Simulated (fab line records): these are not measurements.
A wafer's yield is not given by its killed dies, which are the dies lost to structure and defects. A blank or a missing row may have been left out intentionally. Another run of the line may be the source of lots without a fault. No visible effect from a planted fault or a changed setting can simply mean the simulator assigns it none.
Which tool did it? || flow n5-finfet || 12 lots with 36 wafers sampled at 3 steps, on a route of 1938 steps

== WHAT THE GAUGES SHOWED, per wafer ==
N5_BEOL_M7_OCD_MEAS_38.
{"lot": "L077", "measured": "day 10 04:32", "on": "ocd-02", "trench-depth-nm (nm)": "92.1 92.3 93.1"}
{"lot": "L075", "measured": "day 10 04:58", "on": "ocd-02", "trench-depth-nm (nm)": "91.7 94.0 93.2"}
{"lot": "L080", "measured": "day 10 09:43", "on": "ocd-02", "trench-depth-nm (nm)": "94.3 93.2 92.8"}
{"lot": "L081", "measured": "day 11 13:02", "on": "ocd-02", "trench-depth-nm (nm)": "94.0 91.8 91.8"}
{"lot": "L084", "measured": "day 11 14:56", "on": "ocd-01", "trench-depth-nm (nm)": "91.6 91.1 90.4"}
{"lot": "L086", "measured": "day 12 16:20", "on": "ocd-02", "trench-depth-nm (nm)": "91.0 94.6 94.3"}
{"lot": "L087", "measured": "day 13 00:41", "on": "ocd-01", "trench-depth-nm (nm)": "92.5 91.3 91.2"}
{"lot": "L090", "measured": "day 13 00:47", "on": "ocd-02", "trench-depth-nm (nm)": "92.4 95.4 93.3"}
{"lot": "L092", "measured": "day 13 11:17", "on": "ocd-01", "trench-depth-nm (nm)": "90.7 93.6 94.3"}
{"lot": "L095", "measured": "day 14 12:50", "on": "ocd-01", "trench-depth-nm (nm)": "89.6 92.3 93.5"}
{"lot": "L094", "measured": "day 14 12:47", "on": "ocd-02", "trench-depth-nm (nm)": "91.1 94.1 93.8"}
{"lot": "L097", "measured": "day 16 00:52", "on": "ocd-02", "trench-depth-nm (nm)": "93.8 92.0 94.5"}

== TOOL THAT RAN EACH LOT (tool first, then ch and the chambers of the sampled wafers, then the start) ==
{"lot": "L077", "N5_BEOL_M7_STRIP_19": "rie-diel-03 ch 0,1,2, day 10 03:37", "N5_BEOL_M7_STRIP_80": "rie-diel-03 ch 0,2, day 10 04:32 or earlier"}
{"lot": "L075", "N5_BEOL_M7_STRIP_19": "rie-diel-03 ch 2,3, day 10 03:55", "N5_BEOL_M7_STRIP_80": "rie-diel-03 ch 1,2,3, day 10 04:58 or earlier"}
{"lot": "L080", "N5_BEOL_M7_STRIP_19": "rie-diel-04 ch 0,2, day 10 08:06", "N5_BEOL_M7_STRIP_80": "rie-diel-04 ch 0,2,3, day 10 09:43 or earlier"}
{"lot": "L081", "N5_BEOL_M7_STRIP_19": "rie-diel-03 ch 2,3, day 11 10:09", "N5_BEOL_M7_STRIP_80": "rie-diel-03 ch 1,2,3, day 11 13:02 or earlier"}
{"lot": "L084", "N5_BEOL_M7_STRIP_19": "rie-diel-03 ch 2,3, day 11 13:52", "N5_BEOL_M7_STRIP_80": "rie-diel-03 ch 1,2, day 11 14:56 or earlier"}
{"lot": "L086", "N5_BEOL_M7_STRIP_19": "rie-diel-02 ch 1,2,3, day 12 15:02", "N5_BEOL_M7_STRIP_80": "rie-diel-02 ch 1,2,3, day 12 16:20 or earlier"}
{"lot": "L087", "N5_BEOL_M7_STRIP_19": "rie-diel-04 ch 0,3, day 12 22:46", "N5_BEOL_M7_STRIP_80": "rie-diel-04 ch 0,1, day 13 00:41 or earlier"}
{"lot": "L090", "N5_BEOL_M7_STRIP_19": "rie-diel-02 ch 1,2,3, day 12 23:31", "N5_BEOL_M7_STRIP_80": "rie-diel-03 ch 1,2,3, day 13 00:47 or earlier"}
{"lot": "L092", "N5_BEOL_M7_STRIP_19": "rie-diel-04 ch 0,1,2, day 13 09:04", "N5_BEOL_M7_STRIP_80": "rie-diel-04 ch 1,2,3, day 13 11:17 or earlier"}
{"lot": "L095", "N5_BEOL_M7_STRIP_19": "rie-diel-04 ch 1,2,3, day 14 11:04", "N5_BEOL_M7_STRIP_80": "rie-diel-04 ch 1,2,3, day 14 12:50 or earlier"}
{"lot": "L094", "N5_BEOL_M7_STRIP_19": "rie-diel-03 ch 2,3, day 14 11:28", "N5_BEOL_M7_STRIP_80": "rie-diel-03 ch 1,2,3, day 14 12:47 or earlier"}
{"lot": "L097", "N5_BEOL_M7_STRIP_19": "rie-diel-02 ch 0,1,2, day 15 20:58", "N5_BEOL_M7_STRIP_80": "rie-diel-02 ch 0,2,3, day 16 00:52 or earlier"}
- N5_BEOL_M7_STRIP_19: strips in O2.
- N5_BEOL_M7_STRIP_80: strips in N2/H2, time 10 s.

== THE ANSWER, worked out from the rows above alone ==
Rule: usual is defined by the lots themselves. The widest of any qualifying gaps counts: lots, ordered by their means at a reading, are off when they make up no more than a third of the lots, leave a main group of 4 or more, and stand apart from it by 3 or more times the standard deviation of that group's means. The tables above print the reading to a certain number of digits; a main group whose means all agree to those digits is not used. Also off: a lot with no number at a reading for which 4 or more lots have one. The other lots that the step has rows for count as sound.
No lot is off on any of the readings shown, so nothing can be concluded from this.

== WHAT THE SIMULATOR HAD INSERTED ==
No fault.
